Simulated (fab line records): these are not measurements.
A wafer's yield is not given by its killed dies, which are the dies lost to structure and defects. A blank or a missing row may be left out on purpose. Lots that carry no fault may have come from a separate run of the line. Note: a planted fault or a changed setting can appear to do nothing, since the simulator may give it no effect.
Chamber matching || flow n5 finfet || rie diel-03 running N5_BEOL_M1_ETCHBACK_99: 4 sister chambers
The step etches SiO2 in CHF3, target depth 5 nm, time 10.4 s. 4 wafers are shown with their chamber, then 7 later ones without.

WAFERS, EACH WITH ITS CHAMBER
{"wafer": "L080.5", "chamber": 0, "showerhead plenum p Torr (Torr)": 2.15}
{"wafer": "L083.4", "chamber": 3, "showerhead plenum p Torr (Torr)": 2.28}
{"wafer": "L092.1", "chamber": 2, "showerhead plenum p Torr (Torr)": 2.17}
{"wafer": "L092.4", "chamber": 1, "showerhead plenum p Torr (Torr)": 2.21}

WAFERS MISSING THEIR CHAMBER
{"wafer": "L092.5", "showerhead plenum p Torr (Torr)": 2.17}
{"wafer": "L097.2", "showerhead plenum p Torr (Torr)": 2.21}
{"wafer": "L097.3", "showerhead plenum p Torr (Torr)": 2.27}
{"wafer": "L097.5", "showerhead plenum p Torr (Torr)": 2.21}
{"wafer": "L096.3", "showerhead plenum p Torr (Torr)": 2.16}
{"wafer": "L096.4", "showerhead plenum p Torr (Torr)": 2.27}
{"wafer": "L096.6", "showerhead plenum p Torr (Torr)": 2.16}

CHAMBER TAKEN BY EACH
{"wafer": "L092.5", "from the rows above": 2, "in truth": 2}
{"wafer": "L097.2", "from the rows above": 1, "in truth": 1}
{"wafer": "L097.3", "from the rows above": 3, "in truth": 3}
{"wafer": "L097.5", "from the rows above": 1, "in truth": 1}
{"wafer": "L096.3", "from the rows above": "can't be placed: 2 or 0", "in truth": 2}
{"wafer": "L096.4", "from the rows above": 3, "in truth": 3}
{"wafer": "L096.6", "from the rows above": "can't be placed: 2 or 0", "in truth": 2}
5 of 7 placed correctly. Unplaceable from these rows: 2, with the true chamber sitting among the candidates in 2. Number placed wrongly: 0.
How it was worked out, from the rows above alone: a wafer's distance from a chamber is the root of the sum, over the readings, of the square of ((its reading less the chamber's mean) divided by the reading's scatter). The wafer belongs to the nearest chamber; if the next one is less than 2 further off, it can't be placed. For every chamber, the mean is computed from those of its wafers that are shown. The scatter (one wafer shown for each chamber): square how far every hidden wafer sits from the nearest shown wafer, average those squares and take the square root.
